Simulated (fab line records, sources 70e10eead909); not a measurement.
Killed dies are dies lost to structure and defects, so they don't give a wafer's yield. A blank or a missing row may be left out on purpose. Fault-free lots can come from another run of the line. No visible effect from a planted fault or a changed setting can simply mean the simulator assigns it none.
Chamber matching + flow nand-harc + NHARC_A_STAIRCASE_DEP_156 on pecvd-03: 3 sister chambers
The step deposits SiNx, target thk 50 nm. 18 wafers are shown with their chamber, then 9 later ones without.

WAFERS WITH THEIR CHAMBER
| wafer  | chamber | heater-power-outer-w (W) | heater-power-w (W) |
|--------|---------|--------------------------|--------------------|
| L075.1 | 2       | 510                      | 828                |
| L075.2 | 1       | 482                      | 774                |
| L075.5 | 1       | 471                      | 779                |
| L077.2 | 0       | 379                      | 743                |
| L077.3 | 2       | 400                      | 722                |
| L077.6 | 0       | 374                      | 729                |
| L081.2 | 1       | 504                      | 783                |
| L081.3 | 2       | 483                      | 837                |
| L081.4 | 1       | 483                      | 782                |
| L083.1 | 0       | 292                      | 629                |
| L083.2 | 2       | 408                      | 732                |
| L083.4 | 1       | 408                      | 679                |
| L085.1 | 0       | 365                      | 724                |
| L085.2 | 1       | 411                      | 681                |
| L085.3 | 2       | 496                      | 844                |
| L086.1 | 1       | 463                      | 762                |
| L086.2 | 2       | 415                      | 730                |
| L086.6 | 1       | 472                      | 764                |

SIGNATURES (means of the wafers above)
| reading              | chamber 0 | chamber 1 | chamber 2 | scatter within a chamber |
|----------------------|-----------|-----------|-----------|--------------------------|
| heater-power-outer-w | 352.50    | 461.75    | 452.00    | 41.3                     |
| heater-power-w       | 706.25    | 750.50    | 782.17    | 51.4                     |
Rule: for each reading, subtract the chamber's mean from the wafer's reading, divide by that reading's scatter and square the result; add these up over the readings and take the root, which gives the wafer's distance from the chamber. If the next closest chamber is less than 2 further off than the closest, the wafer can't be placed; otherwise it belongs to the closest. The scatter: the root of (the sum of the squares of (reading less its chamber's mean) over the shown wafers, divided by (wafers less chambers)).

WAFERS WHOSE CHAMBER IS MISSING
| wafer  | heater-power-outer-w (W) | heater-power-w (W) |
|--------|--------------------------|--------------------|
| L088.3 | 365                      | 731                |
| L088.4 | 435                      | 784                |
| L088.6 | 431                      | 700                |
| L087.1 | 504                      | 798                |
| L087.2 | 485                      | 826                |
| L087.6 | 491                      | 786                |
| L096.3 | 381                      | 732                |
| L096.5 | 275                      | 597                |
| L096.6 | 500                      | 817                |

CHAMBER TAKEN BY EACH
| wafer  | from the rows above          | in truth |
|--------|------------------------------|----------|
| L088.3 | can't be placed: 0 or 2 or 1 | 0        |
| L088.4 | can't be placed: 2 or 1      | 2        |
| L088.6 | can't be placed: 1 or 2 or 0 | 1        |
| L087.1 | can't be placed: 2 or 1      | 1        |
| L087.2 | can't be placed: 2 or 1      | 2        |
| L087.6 | can't be placed: 2 or 1      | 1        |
| L096.3 | can't be placed: 0 or 2 or 1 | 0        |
| L096.5 | 0                            | 0        |
| L096.6 | can't be placed: 2 or 1      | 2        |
Correct placement for 1 of the 9. Not placeable from these rows: 8 (in 8, the candidates include the true chamber). 0 placed wrongly.
